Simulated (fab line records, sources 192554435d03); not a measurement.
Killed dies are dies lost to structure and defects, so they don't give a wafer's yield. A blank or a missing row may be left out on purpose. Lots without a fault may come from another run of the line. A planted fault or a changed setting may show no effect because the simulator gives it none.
A struck lot beside a sound one | flow n5_finfet | 29 steps out of a route of 1938
Sound: wafers L417.2, L417.4, L417.5. Struck: wafers L427.3, L427.4, L427.6. The cause comes at the end.
At each step with rows: each side's tool, then ch and its chambers, then its first start. Under that, the readings that differ: sound wafers | struck wafers | difference of the means | sigmas: that difference in standard deviations of wafers without a fault.
alike: readings whose means differ by less than 2 such deviations, and words and numbers that are the same on both sides. not compared: withheld readings, readings that some wafer has no value for, bounds like >300 that may hide the same value, and numbers for which the record gives no deviation and whose values overlap.
The two part at a step that has a row with sigmas, a row that says differs or no value, or rows on one side only. Numbers that don't overlap but have no deviation are shown without sigmas and don't part them. A reading that every wafer of one side lacks parts them only if that side has two wafers or more.

first, 3 steps without rows for these wafers: N5_BEOL_M0_SAQP_EXPOSE_11 (exposes mask M0 CORE, target cd 42 nm); N5_BEOL_M0_SAQP_PEB_12 (peb time 60 s); N5_BEOL_M0_SAQP_DEVELOP_13 (develop time 30 s).
N5_BEOL_M0_SAQP_CD_MEAS_14: target cd 42.5 nm.
  sound on cd_sem-02 ch 0, day 5 15:07; struck on cd_sem-01 ch 0, day 8 01:33
  alike: cd_nm
N5_BEOL_M0_SAQP_OVL_MEAS_15:
  sound on overlay-02 ch 0, day 5 15:09; struck on overlay-02 ch 0, day 8 01:34
  reading          | sound       | struck         | difference | sigmas
  M0_CORE_OVL (nm) | 0.8 1.3 0.3 | -0.6 -1.9 -1.6 | -2.2       | -3
N5_BEOL_M0_SAQP_INSPECT_16: inspects for defects (brightfield).
  sound on defect_inspect-01, day 5 15:10; struck on defect_inspect-02, day 8 01:36
  alike: raw_defect_count
then, 6 steps without rows for these wafers: N5_BEOL_M0_SAQP_DESCUM_19 (chemistry O2, time 7.9 s); N5_BEOL_M0_SAQP_ETCH_83 (etches SiARC in CF4, target depth 39 nm, time 65 s); N5_BEOL_M0_SAQP_ETCH_84 (etches SOC in N2/H2, target depth 100 nm, overetch 20 nm, time 150 s); N5_BEOL_M0_SAQP_STRIP_80 (strips in N2/H2); N5_BEOL_M0_SAQP_HM_OPEN_112 (chemistry CHF3/O2, target SiO2, stops on a-Si, target depth 12 nm, time 13.5 s); N5_BEOL_M0_SAQP_STRIP_113 (strips in CHF3/O2).
N5_BEOL_M0_SAQP_MANDREL_ETCH_20: etches a-Si in HBr/Cl2, stops on SiNx, target depth 60 nm, bt time 10 s, time 30 s.
  sound on rie_si-05 ch 0,1,3, day 5 15:29; struck on rie_si-05 ch 1,2,3, day 8 01:55
  no value came back on the struck wafers for any of 5 readings (HBr_flow_sccm (sccm), bias_w (W) and others); on the sound wafers HBr_flow_sccm (sccm) reads 150.7 149.9 149.8
  reading                                         | sound          | struck            | difference | sigmas
  model.SOC_of_BEOL_M0_SAQP_COAT_81.thk_nm (nm)   | 76 75.8 75.8   | 100.4 100.6 100.4 | +24.6      |
  model.SiNx_of_BEOL_M0_SAQP_PECVD_97.thk_nm (nm) | 18.6 19.2 18.6 | 23 23.4 23.6      | +5         |
  not compared: rf_hours_counter_h
N5_BEOL_M0_SAQP_STRIP_86: strips in N2/H2.
  sound on rie_diel-04 ch 1,3, day 5 15:37; struck on rie_diel-02 ch 0,3, day 8 02:01
  alike: drypump_motor_current_A, oes_product_au, rf_vpp_V, showerhead_plenum_p_Torr, throttle_valve_pct
  not compared: rf_hours_counter_h
then, 4 steps without rows for these wafers: N5_BEOL_M0_SAQP_STRIP_115 (strips in post etch residue remover, time 60 s); N5_BEOL_M0_SAQP_SRD_93 (time 30 s); N5_BEOL_M0_SAQP_RECESS_114 (chemistry HF/NH3, target SiO2, target depth 14.4 nm, afs cycles 3, sublimation time 60 s); N5_BEOL_M0_SAQP_SPACER1_ALD_98 (deposits SiO2, target thk 12.8 nm, pulse time 1 s, purge time 2 s).
N5_BEOL_M0_SAQP_SPACER1_ETCHBACK_99: etches SiO2 in CHF3/O2, target depth 15.4 nm, time 7.7 s.
  sound on rie_diel-02 ch 0,2, day 5 16:37; struck on rie_diel-03 ch 0,1,3, day 8 03:01
  reading               | sound          | struck         | difference | sigmas
  oes_product_au (a.u.) | 0.98 0.72 0.99 | 0.29 0.29 0.33 | -0.59      | -7
  rf_vpp_V (V)          | 536 528 537    | 501 520 509    | -24        | -2
  alike: drypump_motor_current_A, oes_o_777_au, showerhead_plenum_p_Torr, throttle_valve_pct
  not compared: rf_hours_counter_h
N5_BEOL_M0_SAQP_MANDREL1_REMOVE_100: chemistry HBr/Cl2/O2, target a-Si, stops on SiNx, bt time 10 s.
  sound on rie_si-03 ch 0,3, day 5 16:42; struck on rie_si-02 ch 0,1,3, day 8 03:05
  alike: drypump_motor_current_A, oes_o_777_au, oes_product_au, throttle_valve_pct
  not compared: rf_hours_counter_h
N5_BEOL_M0_SAQP_CD_MEAS_25: target cd 13.1 nm.
  sound on cd_sem-03 ch 0, day 5 16:49; struck on cd_sem-01 ch 0, day 8 03:12
  reading    | sound             | struck | difference                    | sigmas
  cd_nm (nm) | 12.63 12.84 12.81 | - - -  | no value on the struck wafers |
N5_BEOL_M0_SAQP_ETCH_101: etches SiNx in CH3F/O2, target depth 29.9 nm, time 42.7 s.
  sound on rie_diel-02 ch 0,1, day 5 16:51; struck on rie_diel-03 ch 0,3, day 8 03:14
  reading             | sound             | struck            | difference | sigmas
  O2_flow_sccm (sccm) | 20.07 20.11 20.13 | 19.92 20.02 19.93 | -0.15      | -3
  alike: CH3F_flow_sccm, drypump_motor_current_A, oes_o_777_au, oes_product_au, rf_vpp_V, showerhead_plenum_p_Torr, throttle_valve_pct
  not compared: rf_hours_counter_h
then, 1 step without rows for these wafers: N5_BEOL_M0_SAQP_ETCH_102 (etches SiO2 in CF4, target depth 4 nm, time 4.4 s).
N5_BEOL_M0_SAQP_MANDREL_ETCH_103: etches a-Si in HBr/Cl2, stops on SiCN, target depth 45 nm, bt time 10 s, time 27 s.
  sound on rie_si-05 ch 1,2,3, day 5 16:59; struck on rie_si-03 ch 1,3, day 8 03:23
  alike: HBr_flow_sccm, bias_w, drypump_motor_current_A, oes_product_au, throttle_valve_pct
  not compared: rf_hours_counter_h
then, 2 steps without rows for these wafers: N5_BEOL_M0_SAQP_RECESS_104 (chemistry HF/NH3, target SiO2, target depth 18 nm, afs cycles 3, sublimation time 60 s); N5_BEOL_M0_SAQP_COAT_105 (time 60 s, resist thk 100 nm).
N5_BEOL_M0_SAQP_ETCH_106: etches SOC in N2/H2, stops on SiNx, target depth 150 nm.
  sound on rie_diel-02 ch 1,3, day 5 17:31; struck on rie_diel-04 ch 0,2, day 8 04:05
  reading                                         | sound          | struck         | difference | sigmas
  oes_product_au (a.u.)                           | 0.87 0.96 0.95 | 0.73 0.71 0.73 | -0.20      | -2
  model.SiNx_of_BEOL_M0_SAQP_PECVD_97.thk_nm (nm) | 15.6 16.2 15.6 | 20 20.6 20.6   | +5         |
  alike: bias_w, chamber_pressure_mTorr, drypump_motor_current_A, rf_vpp_V, showerhead_plenum_p_Torr, throttle_valve_pct
  not compared: rf_hours_counter_h
N5_BEOL_M0_SAQP_ETCH_107: etches SiNx in CH3F/O2, target depth 30 nm.
  sound on rie_diel-02 ch 1,3, day 5 17:34; struck on rie_diel-04 ch 0,2, day 8 04:08
  reading               | sound          | struck         | difference | sigmas
  oes_o_777_au (a.u.)   | 0.86 0.96 0.96 | 0.73 0.72 0.72 | -0.20      | -2
  oes_product_au (a.u.) | 0.88 0.96 0.96 | 0.74 0.72 0.74 | -0.20      | -2
  alike: CH3F_flow_sccm, O2_flow_sccm, drypump_motor_current_A, rf_vpp_V, showerhead_plenum_p_Torr, throttle_valve_pct
  not compared: rf_hours_counter_h
N5_BEOL_M4_RC_MEAS_101:
  the record has rows for the sound wafers here (prober-01 ch 0, day 7 17:47) and none for the struck ones

WHERE THEY PART
First at N5_BEOL_M0_SAQP_OVL_MEAS_15; last, within this record, at N5_BEOL_M4_RC_MEAS_101.

WHY: what the simulator had put in
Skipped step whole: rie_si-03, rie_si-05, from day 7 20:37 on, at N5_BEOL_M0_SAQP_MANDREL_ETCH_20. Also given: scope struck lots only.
